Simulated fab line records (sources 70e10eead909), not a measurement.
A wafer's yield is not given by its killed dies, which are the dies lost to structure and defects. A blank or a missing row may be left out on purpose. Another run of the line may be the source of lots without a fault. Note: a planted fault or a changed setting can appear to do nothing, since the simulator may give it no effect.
Matching of chambers	flow nand-harc	NHARC_A_STAIRCASE_DESCUM_312 on rie-diel-13: 4 sister chambers
The step chemistry O2, time 3 s. 4 wafers are shown with their chamber, then 12 later ones without.

== WAFERS, EACH WITH ITS CHAMBER ==
wafer	chamber	drypump-motor-current-A (A)
L086.1	1	6.6
L086.4	3	5.8
L088.1	0	5.1
L088.5	2	6.0

== WAFERS WITH NO CHAMBER GIVEN ==
wafer	drypump-motor-current-A (A)
L090.1	6.0
L090.2	5.1
L090.3	6.7
L095.1	6.6
L095.3	5.1
L095.4	6.0
L094.1	6.0
L094.3	5.8
L094.4	6.7
L097.1	6.7
L097.2	5.0
L097.5	6.7

== EACH ONE'S CHAMBER ==
wafer	from the rows above	in truth
L090.1	2	2
L090.2	0	0
L090.3	1	1
L095.1	1	1
L095.3	0	0
L095.4	2	2
L094.1	2	2
L094.3	3	3
L094.4	1	1
L097.1	1	1
L097.2	0	0
L097.5	1	1
Correctly placed: 12 of 12. Left unplaced by these rows: 0. Wrongly placed: 0.
How it was worked out, from the rows above alone: a wafer's distance from a chamber is the root of the sum, over the readings, of the square of ((its reading less the chamber's mean) divided by the reading's scatter). The wafer belongs to the nearest chamber; if the next one is less than 2 further off, it can't be placed. The mean given for a chamber averages the wafers shown for that chamber. The scatter: root of mean squared gap, hidden wafer to nearest shown wafer, with one shown wafer a chamber.
